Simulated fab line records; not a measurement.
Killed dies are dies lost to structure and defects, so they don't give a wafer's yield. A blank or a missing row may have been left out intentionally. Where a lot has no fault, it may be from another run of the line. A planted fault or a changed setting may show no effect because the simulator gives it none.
Comparing a struck lot with a sound one | flow nand_harc | 13 steps out of a route of 1302
Sound: the wafers L616.2, L616.3, L616.4. Struck: wafers L613.1, L613.3. (L613.6 of the same lot was not struck and is left out.) The cause comes at the end.
Order at every step that has rows: each side's tool, ch and its chambers, its first start. Under that, the readings that differ: sound wafers | struck wafers | difference of the means | sigmas: that difference in standard deviations of wafers without a fault.
alike: a reading whose means differ by less than 2 such deviations, as well as words and numbers matching on both sides. not compared: withheld readings; readings where some wafer has no value; bounds like >300 that might hide an equal value; numbers whose values overlap and for which the record gives no deviation.
A row with sigmas, a row that says differs or no value, or rows on one side alone: a step with any of these is where the two part. Non-overlapping numbers with no deviation appear without sigmas and do not part them. A reading missing from all wafers of one side parts the sides only when that side holds two or more wafers.

first, 1 step without rows for these wafers: NHARC_A_SLIT_SRD_20.
NHARC_A_SLIT_CD_MEAS_21:
  struck on cd_sem-01, day 25 07:10; sound on cd_sem-01, day 26 20:53
  alike: cd_nm
then, 3 steps without rows for these wafers: NHARC_A_SIN_REMOVE_WET_00 (chemistry H3PO4, time 15300 s); NHARC_A_SIN_REMOVE_PRECLEAN_01 (cleans in SC1); NHARC_A_SIN_REMOVE_SRD_02.
NHARC_A_SIN_REMOVE_INSPECT_04:
  struck on defect_inspect-01, day 25 13:48; sound on defect_inspect-02, day 27 03:31
  alike: raw_defect_count
NHARC_A_WL_FILL_ALD_00: deposits Al2O3, target thk 3 nm, pulse time 3 s, ald cycles 30.
  sound on ald_hk-03 ch 0,1,2, day 27 03:34; struck on ald_hk-01 ch 0,2, day 25 13:53
  alike: heater_power_w, precursor_pulse_height_rel
NHARC_A_WL_FILL_RTA_01: time 5 s.
  sound on rtp_anneal-01 ch 0, day 27 04:21; struck on rtp_anneal-02 ch 0, day 25 14:09
  reading             | sound          | struck    | difference | sigmas
  lamp_power_pct (%)  | 26.6 26.7 26.7 | 29.4 29.4 | +2.7       | +2
  lamp_zone_1_pct (%) | 26.6 26.7 26.6 | 29.4 29.4 | +2.8       | +2
  alike: wafer_temp_C_max
NHARC_A_WL_FILL_ALD_02: deposits TiN, target thk 2 nm, pulse time 3 s, ald cycles 100.
  sound on ald_metal-02 ch 1,2,3, day 27 04:34; struck on ald_metal-01 ch 1,2, day 25 14:22
  alike: heater_power_w, precursor_pulse_height_rel
NHARC_A_WL_FILL_CVD_03: deposits W, target thk 40 nm, time 279 s.
  sound on cvd_w-02 ch 1, day 27 05:04; struck on cvd_w-01 ch 0, day 25 14:49
  reading                | sound          | struck    | difference | sigmas
  heater_power_w (W)     | 457 453 461    | 499 483   | +34        | +2
  throttle_valve_pct (%) | 8.04 8.18 8.09 | 7.58 7.68 | -0.47      | -2
NHARC_A_WL_FILL_ETCHBACK_04: etches the open film in NF3, target depth 60 nm, time 120 s.
  sound on rie_metal-02 ch 0,1, day 27 05:41; struck on rie_metal-01 ch 0,1, day 25 15:11
  reading          | sound             | struck      | difference | sigmas
  run_length_s (s) | 140.8 141.4 140.6 | 115.7 116.8 | -24.7      | -49
  alike: drypump_motor_current_A, oes_product_au
  not compared: rf_hours_counter_h
NHARC_A_WL_FILL_ETCHBACK_05: etches the open film in Cl2/BCl3, target depth 22 nm, time 60 s.
  sound on rie_metal-02 ch 0,1, day 27 05:54; struck on rie_metal-01 ch 0,1, day 25 15:25
  alike: drypump_motor_current_A, oes_product_au, run_length_s
  not compared: rf_hours_counter_h
-- record jumps: 4 days between struck wafers' starts before vs after; left off in module A_WL_FILL, resumes in module END, first step shown is number 1302 of the route --
NHARC_END_SORT_01:
  sound on prober-01 ch 0, day 31 02:31; struck on prober-01 ch 0, day 29 23:08
  reading         | sound    | struck | difference | sigmas
  killed_at_array | 56 65 85 | 43 29  | -33        | -2
  alike: killed_at_other, killed_at_periphery, killed_dies, killed_open, killed_short

== WHERE THEY PART ==
At NHARC_A_WL_FILL_RTA_01 first; at NHARC_END_SORT_01 last (within this record only).

WHY: what the simulator had put in
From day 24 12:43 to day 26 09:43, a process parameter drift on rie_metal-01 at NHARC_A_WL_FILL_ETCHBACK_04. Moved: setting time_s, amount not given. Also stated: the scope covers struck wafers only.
